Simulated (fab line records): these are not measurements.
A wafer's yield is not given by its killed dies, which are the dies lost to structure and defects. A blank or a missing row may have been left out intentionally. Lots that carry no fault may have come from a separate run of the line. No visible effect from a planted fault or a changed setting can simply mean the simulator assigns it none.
fab line records | flow n5_finfet | part 1 of 2: steps 1 to 23 of 30
[record] lots = 5 | wafers = 15 | last_day = 17
route steps=1938 shown SD_EPI_N@280 SD_EPI_P@295
lots with no fault: from the same line, run without faults
start_h: hours from the record's opening day to when the first of the lot's shown wafers began | wait_h: hours elapsed since this lot's preceding step | " repeats the value in the row above | L1.1+2: several wafers, shown together as one row | - no value, or no start was given | * or withheld: withheld | < > ~ a bound
route shown NAME@n: NAME is a module with steps in the file, n the number in the route of the first one | usual: mean and standard deviation over wafers with no fault | same: alike in all rows | chamber/n: place in a boat | sites: per-site readings | _std_site: the standard deviation of these | _edge_site: the outer-site mean with the inner-site mean subtracted | radius_mm: how far each site lies from the wafer's centre | mask NAME#n: copy n | behind: the last tool/chamber to shape the wafer | hold: the reason the lot was held/the length of the hold in hours/how it ended | device: the transistor (n, p or np) that didn't switch | end of line: tests of these same wafers at the route's end | a step with no rows: only its recipe | killed: dies lost to structure and defects at the first sort, not the wafer's yield | map: a wafer's dies, x killed, . not, _ none there
set.NAME: the setting the step ran with; set.NAME@STEP: the setting that earlier step ran with | model.NAME: the simulator's own value behind a step, which no gauge read
lots at some steps of the route; a table a step, a row a wafer
services: from which hour (start_h, from the record's first day; less than 0 if before it) a tool's chamber was out of use, for how many hours, and why
[[steps]]
[step N5_SD_EPI_N_STRIP_47]
[recipe] chemistry = CHF3/O2 | resist = SiARC | rf_frequency_hz = 6e+07
lot.wafer  | tool        | chamber | start_h | wait_h
L074.2+4+5 | rie_diel-03 | 2,0,2   | 49.00   | 0.0
L078.3+4+6 | rie_diel-05 | 2,2,3   | 75.53   | 0.0
L083.1+5+6 | rie_diel-06 | 1,0,2   | 103.84  | 0.0
L093.1+3+4 | rie_diel-03 | 0,3,2   | 163.18  | 0.0
L096.3+4+6 | rie_diel-03 | 2,3,2   | 183.76  | 0.0
[step N5_SD_EPI_N_SD_RECESS_17]
[recipe] chemistry = HBr/Cl2/O2 | target_depth_a = 410 | mask_material = SOC | time_s = 23.7 | bt_time_s = 3 | pressure_mtorr = 10 | icp_w = 800 | bias_w = 112 | HBr_flow_sccm = 150 | Cl2_flow_sccm = 80 | O2_flow_sccm = 12
[usual] HBr_flow_sccm = 150.1/0.47 | O2_flow_sccm = 12.00/0.039 | bias_w = 112.0/0.32 | drypump_motor_current_A = 5.7/0.43 | oes_product_au = 0.994/0.018 | throttle_valve_pct = 36.81/0.2
[same] time_s = 23.7
lot.wafer | tool      | chamber | start_h | wait_h | HBr_flow_sccm | O2_flow_sccm | bias_w | drypump_motor_current_A | oes_product_au | rf_hours_counter_h | throttle_valve_pct
L074.2    | rie_si-05 | 0       | 49.03   | 0.0    | 150.6         | 12.05        | 111.8  | 5.1                     | 1.006          | 25                 | 36.78
L074.4    | "         | 3       | "       | "      | 150.6         | 11.97        | 112.0  | 6.2                     | 0.988          | -                  | 36.66
L074.5    | "         | 1       | "       | "      | 149.9         | 11.95        | 112.1  | 5.4                     | 1.008          | -                  | 36.81
L078.3    | rie_si-04 | 1       | 75.56   | 0.0    | 150.3         | 12.00        | 112.0  | 6.2                     | 0.995          | 42                 | 36.83
L078.4    | "         | 2       | "       | "      | 150.2         | 11.99        | 112.2  | 5.5                     | 0.968          | 88                 | 37.01
L078.6    | "         | 3       | "       | "      | 150.8         | 12.07        | 112.1  | 6.0                     | 1.003          | -                  | 37.20
L083.1    | rie_si-05 | 0       | 103.87  | 0.0    | 150.0         | 11.98        | 112.0  | 5.1                     | 1.011          | 26                 | 36.75
L083.5    | "         | 3       | "       | "      | 150.7         | 12.04        | 112.2  | 6.2                     | 0.979          | -                  | 36.69
L083.6    | "         | 0       | "       | "      | 149.8         | 12.00        | 111.7  | 5.1                     | 1.000          | -                  | 36.78
L093.1    | rie_si-04 | 1       | 163.22  | 0.0    | 150.3         | 11.99        | 112.3  | 6.1                     | 0.983          | 44                 | 36.85
L093.3    | "         | 2       | "       | "      | 150.5         | 12.01        | 112.3  | 5.5                     | 0.966          | 90                 | 37.04
L093.4    | "         | 3       | "       | "      | 149.8         | 12.05        | 112.3  | 6.0                     | 0.994          | 17                 | 37.19
L096.3    | rie_si-04 | 2       | 183.79  | 0.0    | 150.7         | 11.98        | 112.0  | 5.5                     | 0.971          | 90                 | 37.02
L096.4    | "         | 1       | "       | "      | 149.6         | 12.03        | 111.8  | 6.1                     | 0.984          | 45                 | 36.85
L096.6    | "         | 1       | "       | "      | 149.8         | 11.95        | 111.9  | 6.1                     | 0.988          | -                  | 36.85
[step N5_SD_EPI_N_STRIP_38]
[recipe] chemistry = N2/H2 | power_w = 1000 | temp_c = 250 | h2_frac = 0.65 | overash_fraction = 0.3 | pressure_mtorr = withheld | n2_flow_sccm = 1750 | h2_flow_sccm = 3250
[usual] drypump_motor_current_A = 5.40/0.16 | h2_flow_sccm = 3250/9.7 | heater_power_w = 343/36 | oes_product_au = 0.760/0.011 | temp_c = 250.01/0.21
lot.wafer | tool            | chamber | start_h | wait_h | drypump_motor_current_A | h2_flow_sccm | heater_power_w | oes_product_au | rf_hours_counter_h | temp_c
L074.2    | plasma_asher-01 | 0       | 49.13   | 0.1    | 5.18                    | 3250         | 329            | 0.757          | 31                 | 249.81
L074.4    | "               | 1       | "       | "      | 5.59                    | 3260         | 390            | 0.760          | -                  | 250.20
L074.5    | "               | 1       | "       | "      | 5.59                    | 3254         | 373            | 0.747          | -                  | 249.83
L078.3    | plasma_asher-01 | 1       | 75.67   | 0.1    | 5.58                    | 3242         | 362            | 0.763          | -                  | 249.80
L078.4    | "               | 0       | "       | "      | 5.21                    | 3244         | 335            | 0.756          | -                  | 250.23
L078.6    | "               | 1       | "       | "      | 5.58                    | 3240         | 366            | 0.750          | -                  | 250.25
L083.1    | plasma_asher-01 | 0       | 103.96  | 0.1    | 5.18                    | 3250         | 326            | 0.764          | 42                 | 250.11
L083.5    | "               | 0       | "       | "      | 5.18                    | 3255         | 324            | 0.773          | -                  | 249.82
L083.6    | "               | 1       | "       | "      | 5.58                    | 3253         | 374            | 0.749          | -                  | 249.76
L093.1    | plasma_asher-02 | 1       | 163.31  | 0.1    | 5.29                    | 3241         | 300            | 0.748          | 103                | 249.91
L093.3    | "               | 1       | "       | "      | 5.26                    | 3249         | 293            | 0.755          | -                  | 249.99
L093.4    | "               | 0       | "       | "      | 5.52                    | 3251         | 379            | 0.743          | -                  | 250.09
L096.3    | plasma_asher-02 | 0       | 183.91  | 0.1    | 5.52                    | 3245         | 369            | 0.756          | -                  | 249.99
L096.4    | "               | 1       | "       | "      | 5.30                    | 3244         | 299            | 0.756          | -                  | 249.91
L096.6    | "               | 1       | "       | "      | 5.30                    | 3249         | 290            | 0.754          | -                  | 250.12
[step N5_SD_EPI_N_WET_ETCH_43]
[recipe] chemistry = dHF | dilution = withheld | time_s = 14 | target = SiO2 | target_depth_a = 15 | temp_c = 25
[usual] temp_c = 25.00/0.11
[same] time_s = 14
lot.wafer | tool         | chamber | start_h | wait_h | temp_c
L074.2    | wet_bench-01 | 6       | 49.22   | -      | 25.23
L074.4    | "            | 4       | "       | "      | 25.04
L074.5    | "            | 0       | "       | "      | 25.12
L078.3    | wet_bench-06 | 7       | 75.74   | -      | 24.93
L078.4    | "            | 5       | "       | "      | 25.13
L078.6    | "            | 3       | "       | "      | 24.89
L083.1    | wet_bench-01 | 7       | 104.05  | -      | 24.91
L083.5    | "            | 0       | "       | "      | 24.95
L083.6    | "            | 3       | "       | "      | 24.99
L093.1    | wet_bench-06 | 0       | 163.40  | -      | 24.94
L093.3    | "            | 6       | "       | "      | 24.97
L093.4    | "            | 5       | "       | "      | 25.11
L096.3    | wet_bench-01 | 5       | 183.97  | -      | 24.97
L096.4    | "            | 7       | "       | "      | 25.01
L096.6    | "            | 0       | "       | "      | 24.75
[step N5_SD_EPI_N_STRIP_18]
[recipe] chemistry = SPM | time_s = 750 | temp_c = 130 | h2so4_h2o2_vol_ratio = 4
[usual] bath_guard_temp_C = 130.2/0.44 | temp_c = 129.99/0.13
[same] time_s = 750
lot.wafer | tool         | chamber | start_h | wait_h | bath_guard_temp_C | temp_c
L074.2    | wet_bench-01 | 6       | 49.22   | 0.0    | 130.5             | 130.18
L074.4    | "            | 4       | "       | "      | 129.4             | 130.08
L074.5    | "            | 0       | "       | "      | 131.2             | 130.01
L078.3    | wet_bench-06 | 7       | 75.75   | 0.0    | 130.4             | 129.99
L078.4    | "            | 5       | "       | "      | 130.4             | 130.00
L078.6    | "            | 3       | "       | "      | 130.2             | 129.86
L083.1    | wet_bench-01 | 7       | 104.06  | 0.0    | 130.2             | 130.06
L083.5    | "            | 0       | "       | "      | 130.6             | 129.69
L083.6    | "            | 3       | "       | "      | 130.3             | 130.01
L093.1    | wet_bench-06 | 0       | 163.40  | 0.0    | 129.9             | 129.96
L093.3    | "            | 6       | "       | "      | 129.8             | 129.90
L093.4    | "            | 5       | "       | "      | 130.3             | 129.93
L096.3    | wet_bench-01 | 5       | 183.98  | 0.0    | 129.4             | 129.75
L096.4    | "            | 7       | "       | "      | 129.8             | 129.87
L096.6    | "            | 0       | "       | "      | 130.9             | 129.84
[step N5_SD_EPI_N_SRD_20]
[recipe] dry = ipa_marangoni | do_ppb = 5 | time_s = 30 | temp_c = 23 | rinse_liquid = diw
[usual] temp_c = 23.00/0.11
[same] time_s = 30
lot.wafer | tool         | chamber | start_h | wait_h | temp_c
L074.2    | wet_bench-01 | 6       | 49.47   | 0.0    | 23.00
L074.4    | "            | 4       | "       | "      | 23.04
L074.5    | "            | 0       | "       | "      | 22.98
L078.3    | wet_bench-06 | 7       | 75.96   | 0.0    | 23.04
L078.4    | "            | 5       | "       | "      | 23.01
L078.6    | "            | 3       | "       | "      | 22.89
L083.1    | wet_bench-01 | 7       | 104.26  | 0.0    | 23.00
L083.5    | "            | 0       | "       | "      | 23.17
L083.6    | "            | 3       | "       | "      | 22.89
L093.1    | wet_bench-06 | 0       | 163.61  | 0.0    | 22.98
L093.3    | "            | 6       | "       | "      | 23.15
L093.4    | "            | 5       | "       | "      | 23.01
L096.3    | wet_bench-01 | 5       | 184.19  | 0.0    | 22.95
L096.4    | "            | 7       | "       | "      | 23.10
L096.6    | "            | 0       | "       | "      | 23.13
[step N5_SD_EPI_N_PRECLEAN_48]
[recipe] chemistry = NF3:NH3 | afs_cycles = 2 | temp_c = 30 | time_s = 20 | sublimation_temp_c = 180 | sublimation_time_s = 60 | pressure_torr = 3 | rf_power_w = 30
[same] sublimation_time_s = 60 | time_s = 20
lot.wafer  | tool         | chamber | start_h | wait_h
L074.2+4+5 | epi_rpcvd-01 | 0       | 49.61   | 0.1
L078.3+4+6 | epi_rpcvd-01 | 0       | 76.17   | 0.2
L083.1+5+6 | epi_rpcvd-03 | 0       | 104.32  | 0.0
L093.1+3+4 | epi_rpcvd-03 | 0       | 163.66  | 0.0
L096.3+4+6 | epi_rpcvd-04 | 0       | 184.36  | 0.2
[step N5_SD_EPI_N_VAPOR_ETCH_50]
[recipe] chemistry = HCl | target = Si | temp_c = 775 | time_s = 54 | pressure_torr = 20 | mode = isotropic
[usual] throttle_valve_pct = 11.7/0.52
[same] time_s = 54
lot.wafer | tool         | chamber | start_h | wait_h | throttle_valve_pct
L074.2    | epi_rpcvd-01 | 0       | 50.05   | 0.4    | 12.5
L074.4    | "            | 0       | "       | "      | 12.2
L074.5    | "            | 0       | "       | "      | 12.4
L078.3    | epi_rpcvd-01 | 0       | 76.57   | 0.3    | 12.7
L078.4    | "            | 0       | "       | "      | 12.5
L078.6    | "            | 0       | "       | "      | 12.4
L083.1    | epi_rpcvd-03 | 0       | 104.68  | 0.3    | 11.7
L083.5    | "            | 0       | "       | "      | 11.7
L083.6    | "            | 0       | "       | "      | 11.7
L093.1    | epi_rpcvd-03 | 0       | 164.02  | 0.3    | 12.1
L093.3    | "            | 0       | "       | "      | 11.8
L093.4    | "            | 0       | "       | "      | 11.8
L096.3    | epi_rpcvd-04 | 0       | 184.66  | 0.2    | 11.0
L096.4    | "            | 0       | "       | "      | 11.1
L096.6    | "            | 0       | "       | "      | 11.3
[step N5_SD_EPI_N_EPI_21]
[recipe] material = Si:P | dopant = P | temp_c = 680 | pressure_torr = 255 | time_s = 690
[usual] susceptor_temp_C_max = 681.3/0.64
[same] time_s = 690
lot.wafer | tool         | chamber | start_h | wait_h | susceptor_temp_C_max
L074.2    | epi_rpcvd-01 | 0       | 50.62   | 0.5    | 681.4
L074.4    | "            | 0       | "       | "      | 680.9
L074.5    | "            | 0       | "       | "      | 680.7
L078.3    | epi_rpcvd-01 | 0       | 77.47   | 0.9    | 681.1
L078.4    | "            | 0       | "       | "      | 681.2
L078.6    | "            | 0       | "       | "      | 681.1
L083.1    | epi_rpcvd-03 | 0       | 104.86  | 0.1    | 682.4
L083.5    | "            | 0       | 105.98  | 1.1    | 682.2
L083.6    | "            | 0       | "       | "      | 681.8
L093.1    | epi_rpcvd-03 | 0       | 164.20  | 0.1    | 682.0
L093.3    | "            | 0       | "       | "      | 681.9
L093.4    | "            | 0       | "       | "      | 682.5
L096.3    | epi_rpcvd-04 | 0       | 185.34  | 0.7    | 680.5
L096.4    | "            | 0       | "       | "      | 681.3
L096.6    | "            | 0       | "       | "      | 680.9
[step N5_SD_EPI_N_EPI_MEAS_23]
[recipe] mode = xrd
[usual] thk_nm = 58.7/1.2
lot.wafer | tool          | chamber | start_h | wait_h | thk_nm
L074.2    | film_metro-01 | -       | 52.52   | 1.5    | 57.9
L074.4    | "             | -       | "       | "      | 57.5
L074.5    | "             | -       | "       | "      | 58.9
L078.3    | film_metro-02 | -       | 79.00   | 1.2    | 59.7
L078.4    | "             | -       | "       | "      | 58.2
L078.6    | "             | -       | "       | "      | 57.7
L083.1    | film_metro-01 | -       | 106.59  | 1.5    | 58.5
L083.5    | "             | -       | "       | "      | 58.5
L083.6    | "             | -       | "       | "      | 58.8
L093.1    | film_metro-02 | -       | 165.92  | 1.4    | 57.6
L093.3    | "             | -       | "       | "      | 56.5
L093.4    | "             | -       | "       | "      | 56.2
L096.3    | film_metro-02 | -       | 186.50  | 0.9    | 59.4
L096.4    | "             | -       | "       | "      | 60.7
L096.6    | "             | -       | "       | "      | 59.4
[step N5_SD_EPI_N_PRECLEAN_24]
[recipe] chemistry = O3/DIW | time_s = 60 | temp_c = 22 | o3_ppm = 10
[usual] temp_c = 22.00/0.1
[same] time_s = 60
lot.wafer | tool         | chamber | start_h | wait_h | temp_c
L074.2    | wet_bench-06 | 5       | 52.56   | 0.0    | 22.20
L074.4    | "            | 2       | "       | "      | 21.96
L074.5    | "            | 3       | "       | "      | 21.99
L078.3    | wet_bench-06 | 5       | 79.04   | 0.0    | 22.15
L078.4    | "            | 4       | "       | "      | 22.02
L078.6    | "            | 2       | "       | "      | 21.89
L083.1    | wet_bench-05 | 1       | 106.63  | 0.0    | 22.07
L083.5    | "            | 6       | "       | "      | 22.00
L083.6    | "            | 2       | "       | "      | 21.93
L093.1    | wet_bench-05 | 2       | 165.95  | 0.0    | 22.00
L093.3    | "            | 5       | "       | "      | 22.00
L093.4    | "            | 1       | "       | "      | 22.03
L096.3    | wet_bench-01 | 5       | 186.53  | 0.0    | 22.02
L096.4    | "            | 3       | "       | "      | 22.08
L096.6    | "            | 0       | "       | "      | 22.11
[step N5_SD_EPI_N_SRD_25]
[recipe] time_s = 30 | temp_c = 23 | rinse_liquid = diw | dry = ipa_marangoni
[usual] temp_c = 23.00/0.11
[same] time_s = 30
lot.wafer | tool         | chamber | start_h | wait_h | temp_c
L074.2    | wet_bench-06 | 5       | 52.58   | 0.0    | 23.07
L074.4    | "            | 2       | "       | "      | 22.93
L074.5    | "            | 3       | "       | "      | 23.01
L078.3    | wet_bench-06 | 5       | 79.06   | 0.0    | 22.93
L078.4    | "            | 4       | "       | "      | 23.01
L078.6    | "            | 2       | "       | "      | 23.17
L083.1    | wet_bench-05 | 1       | 106.65  | 0.0    | 22.92
L083.5    | "            | 6       | "       | "      | 22.92
L083.6    | "            | 2       | "       | "      | 23.03
L093.1    | wet_bench-05 | 2       | 165.97  | 0.0    | 23.03
L093.3    | "            | 5       | "       | "      | 23.20
L093.4    | "            | 1       | "       | "      | 22.99
L096.3    | wet_bench-01 | 5       | 186.55  | 0.0    | 22.91
L096.4    | "            | 3       | "       | "      | 22.96
L096.6    | "            | 0       | "       | "      | 22.91
[step N5_SD_EPI_N_PRECLEAN_49]
[recipe] chemistry = NF3:NH3 | afs_cycles = 1 | temp_c = 30 | time_s = 20 | sublimation_temp_c = 180 | sublimation_time_s = 60 | pressure_torr = 3 | rf_power_w = 30
[usual] temp_c = 30.01/0.11
[same] sublimation_time_s = 60 | time_s = 20
lot.wafer | tool             | chamber | start_h | wait_h | temp_c
L074.2    | remote_plasma-01 | 0       | 52.65   | 0.1    | 30.05
L074.4    | "                | 0       | "       | "      | 29.98
L074.5    | "                | 0       | "       | "      | 30.08
L078.3    | remote_plasma-02 | 1       | 79.16   | 0.1    | 29.97
L078.4    | "                | 1       | "       | "      | 29.99
L078.6    | "                | 1       | "       | "      | 29.90
L083.1    | remote_plasma-01 | 1       | 106.69  | 0.0    | 30.09
L083.5    | "                | 1       | "       | "      | 30.26
L083.6    | "                | 1       | "       | "      | 30.18
L093.1    | remote_plasma-01 | 0       | 166.03  | 0.0    | 30.05
L093.3    | "                | 0       | "       | "      | 29.91
L093.4    | "                | 0       | "       | "      | 30.03
L096.3    | remote_plasma-02 | 0       | 186.66  | 0.1    | 29.97
L096.4    | "                | 0       | "       | "      | 29.99
L096.6    | "                | 0       | "       | "      | 30.10
[step N5_SD_EPI_N_LINER_46]
[recipe] material = SiNx | target_thk_a = 30 | temp_c = 400 | ald_precursor_family = SiH2I2 | ald_co_reactant = N2/H2-plasma | pressure_torr = 2
[usual] heater_power_w = 815/63
lot.wafer | tool       | chamber | start_h | wait_h | heater_power_w
L074.2    | ald_sin-02 | 2       | 53.50   | 0.8    | 813
L074.4    | "          | 0       | "       | "      | 924
L074.5    | "          | 3       | "       | "      | 780
L078.3    | ald_sin-02 | 3       | 79.30   | 0.1    | 757
L078.4    | "          | 1       | "       | "      | 827
L078.6    | "          | 0       | "       | "      | 948
L083.1    | ald_sin-02 | 0       | 108.27  | 1.5    | 924
L083.5    | "          | 1       | "       | "      | 811
L083.6    | "          | 2       | "       | "      | 805
L093.1    | ald_sin-01 | 1       | 166.34  | 0.3    | 772
L093.3    | "          | 2       | "       | "      | 864
L093.4    | "          | 3       | "       | "      | 886
L096.3    | ald_sin-04 | 3       | 186.94  | 0.3    | 807
L096.4    | "          | 2       | "       | "      | 667
L096.6    | "          | 2       | "       | "      | 647
[step N5_SD_EPI_N_INSPECT_26]
[recipe] inspect_instrument = darkfield | mode = post_epi
[usual] raw_defect_count = 200/39
lot.wafer | tool              | chamber | start_h | wait_h | raw_defect_count
L074.2    | defect_inspect-02 | -       | 53.75   | 0.1    | 224
L074.4    | "                 | -       | "       | "      | 273
L074.5    | "                 | -       | "       | "      | 207
L078.3    | defect_inspect-02 | -       | 79.56   | 0.1    | 157
L078.4    | "                 | -       | "       | "      | 248
L078.6    | "                 | -       | "       | "      | 209
L083.1    | defect_inspect-02 | -       | 108.52  | 0.1    | 181
L083.5    | "                 | -       | "       | "      | 248
L083.6    | "                 | -       | "       | "      | 219
L093.1    | defect_inspect-02 | -       | 166.59  | 0.1    | 193
L093.3    | "                 | -       | "       | "      | 201
L093.4    | "                 | -       | "       | "      | 196
L096.3    | defect_inspect-01 | -       | 187.20  | 0.1    | 294
L096.4    | "                 | -       | "       | "      | 221
L096.6    | "                 | -       | "       | "      | 246
[step N5_SD_EPI_P_COAT_34]
[recipe] resist = SOC | temp_c = 250 | time_s = 60 | spin_rpm = 1500 | resist_thk_nm = 350
[usual] chill_plate_temp_C = 22.99/0.095
[same] time_s = 60
lot.wafer | tool           | chamber | start_h | wait_h | chill_plate_temp_C
L074.2    | litho_track-04 | 0       | 53.78   | 0.0    | 22.97
L074.4    | "              | 0       | "       | "      | 22.97
L074.5    | "              | 0       | "       | "      | 22.98
L078.3    | litho_track-01 | 0       | 79.59   | 0.0    | 23.01
L078.4    | "              | 0       | "       | "      | 23.10
L078.6    | "              | 0       | "       | "      | 22.98
L083.1    | litho_track-04 | 0       | 108.55  | 0.0    | 23.05
L083.5    | "              | 0       | "       | "      | 22.96
L083.6    | "              | 0       | "       | "      | 23.04
L093.1    | litho_track-04 | 0       | 166.62  | 0.0    | 22.93
L093.3    | "              | 0       | "       | "      | 23.14
L093.4    | "              | 0       | "       | "      | 23.12
L096.3    | litho_track-02 | 0       | 187.23  | 0.0    | 22.97
L096.4    | "              | 0       | "       | "      | 23.12
L096.6    | "              | 0       | "       | "      | 22.95
[step N5_SD_EPI_P_COAT_35]
[recipe] resist = SiARC | temp_c = 220 | time_s = 60 | spin_rpm = 1500 | resist_thk_nm = 35
[usual] chill_plate_temp_C = 22.99/0.11
[same] time_s = 60
lot.wafer | tool           | chamber | start_h | wait_h | chill_plate_temp_C
L074.2    | litho_track-04 | 0       | -       | -      | 22.82
L074.4    | "              | 0       | "       | "      | 23.06
L074.5    | "              | 0       | "       | "      | 23.06
L078.3    | litho_track-01 | 0       | -       | -      | 22.96
L078.4    | "              | 0       | "       | "      | 23.07
L078.6    | "              | 0       | "       | "      | 22.83
L083.1    | litho_track-04 | 0       | -       | -      | 22.99
L083.5    | "              | 0       | "       | "      | 23.03
L083.6    | "              | 0       | "       | "      | 22.92
L093.1    | litho_track-04 | 0       | -       | -      | 23.21
L093.3    | "              | 0       | "       | "      | 23.29
L093.4    | "              | 0       | "       | "      | 23.27
L096.3    | litho_track-02 | 0       | -       | -      | 23.07
L096.4    | "              | 0       | "       | "      | 22.99
L096.6    | "              | 0       | "       | "      | 22.98
[step N5_SD_EPI_P_COAT_03]
[recipe] resist = CAR-ArF-block | spin_rpm = 1500 | resist_thk_nm = 150
[usual] chill_plate_temp_C = 23.03/0.11
lot.wafer | tool           | chamber | start_h | wait_h | chill_plate_temp_C
L074.2    | litho_track-04 | 0       | -       | -      | 22.77
L074.4    | "              | 0       | "       | "      | 22.89
L074.5    | "              | 0       | "       | "      | 22.84
L078.3    | litho_track-01 | 0       | -       | -      | 23.06
L078.4    | "              | 0       | "       | "      | 23.07
L078.6    | "              | 0       | "       | "      | 23.03
L083.1    | litho_track-04 | 0       | -       | -      | 22.90
L083.5    | "              | 0       | "       | "      | 22.89
L083.6    | "              | 0       | "       | "      | 22.94
L093.1    | litho_track-04 | 0       | -       | -      | 22.99
L093.3    | "              | 0       | "       | "      | 22.90
L093.4    | "              | 0       | "       | "      | 22.98
L096.3    | litho_track-02 | 0       | -       | -      | 22.90
L096.4    | "              | 0       | "       | "      | 22.77
L096.6    | "              | 0       | "       | "      | 22.87
[step N5_SD_EPI_P_EBR_05]
[recipe] solvent = PGMEA | ebr_width_mm = 1.5
[usual] chill_plate_temp_C = 22.98/0.096
lot.wafer | tool           | chamber | start_h | wait_h | chill_plate_temp_C
L074.2    | litho_track-04 | 0       | -       | -      | 22.93
L074.4    | "              | 0       | "       | "      | 22.89
L074.5    | "              | 0       | "       | "      | 22.79
L078.3    | litho_track-01 | 0       | -       | -      | 22.89
L078.4    | "              | 0       | "       | "      | 22.92
L078.6    | "              | 0       | "       | "      | 23.01
L083.1    | litho_track-04 | 0       | -       | -      | 22.86
L083.5    | "              | 0       | "       | "      | 22.82
L083.6    | "              | 0       | "       | "      | 23.09
L093.1    | litho_track-04 | 0       | -       | -      | 22.83
L093.3    | "              | 0       | "       | "      | 23.08
L093.4    | "              | 0       | "       | "      | 23.05
L096.3    | litho_track-02 | 0       | -       | -      | 23.07
L096.4    | "              | 0       | "       | "      | 23.04
L096.6    | "              | 0       | "       | "      | 23.04
[step N5_SD_EPI_P_SOFTBAKE_04]
[recipe] temp_c = 110 | time_s = 60 | resist = CAR-ArF-block
[usual] chill_plate_temp_C = 23.00/0.096
[same] time_s = 60
lot.wafer | tool           | chamber | start_h | wait_h | chill_plate_temp_C
L074.2    | litho_track-04 | 0       | -       | -      | 22.91
L074.4    | "              | 0       | "       | "      | 23.05
L074.5    | "              | 0       | "       | "      | 22.97
L078.3    | litho_track-01 | 0       | -       | -      | 22.94
L078.4    | "              | 0       | "       | "      | 22.97
L078.6    | "              | 0       | "       | "      | 22.96
L083.1    | litho_track-04 | 0       | -       | -      | 22.86
L083.5    | "              | 0       | "       | "      | 23.00
L083.6    | "              | 0       | "       | "      | 22.91
L093.1    | litho_track-04 | 0       | -       | -      | 22.88
L093.3    | "              | 0       | "       | "      | 23.00
L093.4    | "              | 0       | "       | "      | 23.02
L096.3    | litho_track-02 | 0       | -       | -      | 23.01
L096.4    | "              | 0       | "       | "      | 22.91
L096.6    | "              | 0       | "       | "      | 22.84
[step N5_SD_EPI_P_EXPOSE_06]
[recipe] mask_id = SD_P_BLK | na = 1.35 | source_shape = conventional | sigma_outer = 0.8 | polarization = unpolarized | target_cd_nm = 240 | dose_mj = 39.5
[usual] exposure_dose_mJ_cm2 = 39.60/0.16
lot.wafer | tool            | chamber | start_h | wait_h | mask       | exposure_dose_mJ_cm2
L074.2    | arfi_scanner-01 | 0       | 54.03   | -      | SD_P_BLK#0 | 39.52
L074.4    | "               | 0       | "       | "      | SD_P_BLK#0 | 39.45
L074.5    | "               | 0       | "       | "      | SD_P_BLK#0 | 39.47
L078.3    | arfi_scanner-02 | 0       | 79.84   | -      | SD_P_BLK#0 | 39.82
L078.4    | "               | 0       | "       | "      | SD_P_BLK#0 | 39.83
L078.6    | "               | 0       | "       | "      | SD_P_BLK#0 | 39.80
L083.1    | arfi_scanner-03 | 0       | 108.67  | -      | SD_P_BLK#0 | 39.54
L083.5    | "               | 0       | "       | "      | SD_P_BLK#0 | 39.49
L083.6    | "               | 0       | "       | "      | SD_P_BLK#0 | 39.48
L093.1    | arfi_scanner-01 | 0       | 166.86  | -      | SD_P_BLK#0 | 39.45
L093.3    | "               | 0       | "       | "      | SD_P_BLK#0 | 39.46
L093.4    | "               | 0       | "       | "      | SD_P_BLK#0 | 39.48
L096.3    | arfi_scanner-02 | 0       | 187.48  | -      | SD_P_BLK#0 | 39.78
L096.4    | "               | 0       | "       | "      | SD_P_BLK#0 | 39.81
L096.6    | "               | 0       | "       | "      | SD_P_BLK#0 | 39.80
[step N5_SD_EPI_P_PEB_07]
[recipe] peb_temp_c = 110 | peb_time_s = 60 | resist = CAR-ArF-block
[usual] chill_plate_temp_C = 23.02/0.12
lot.wafer | tool           | chamber | start_h | wait_h | chill_plate_temp_C
L074.2    | litho_track-04 | 0       | 54.08   | 0.0    | 22.83
L074.4    | "              | 0       | "       | "      | 22.83
L074.5    | "              | 0       | "       | "      | 22.94
L078.3    | litho_track-04 | 0       | 79.89   | 0.0    | 23.08
L078.4    | "              | 0       | "       | "      | 23.00
L078.6    | "              | 0       | "       | "      | 23.18
L083.1    | litho_track-02 | 0       | 108.72  | 0.1    | 22.97
L083.5    | "              | 0       | "       | "      | 23.01
L083.6    | "              | 0       | "       | "      | 22.88
L093.1    | litho_track-02 | 0       | 166.92  | 0.1    | 22.93
L093.3    | "              | 0       | "       | "      | 22.94
L093.4    | "              | 0       | "       | "      | 23.02
L096.3    | litho_track-02 | 0       | 187.53  | 0.0    | 23.01
L096.4    | "              | 0       | "       | "      | 23.07
L096.6    | "              | 0       | "       | "      | 23.01
[step N5_SD_EPI_P_DEVELOP_08]
[recipe] develop_time_s = 30 | developer = TMAH | resist = CAR-ArF-block | dev_temp_c = 23 | rinse_liquid = diw | dry = air_spin
[usual] chill_plate_temp_C = 22.99/0.11
lot.wafer | tool           | chamber | start_h | wait_h | chill_plate_temp_C
L074.2    | litho_track-04 | 0       | -       | -      | 22.96
L074.4    | "              | 0       | "       | "      | 22.94
L074.5    | "              | 0       | "       | "      | 22.97
L078.3    | litho_track-04 | 0       | -       | -      | 23.01
L078.4    | "              | 0       | "       | "      | 23.12
L078.6    | "              | 0       | "       | "      | 23.14
L083.1    | litho_track-02 | 0       | -       | -      | 22.99
L083.5    | "              | 0       | "       | "      | 22.95
L083.6    | "              | 0       | "       | "      | 23.13
L093.1    | litho_track-02 | 0       | -       | -      | 23.20
L093.3    | "              | 0       | "       | "      | 23.01
L093.4    | "              | 0       | "       | "      | 23.19
L096.3    | litho_track-02 | 0       | -       | -      | 22.91
L096.4    | "              | 0       | "       | "      | 22.96
L096.6    | "              | 0       | "       | "      | 23.00
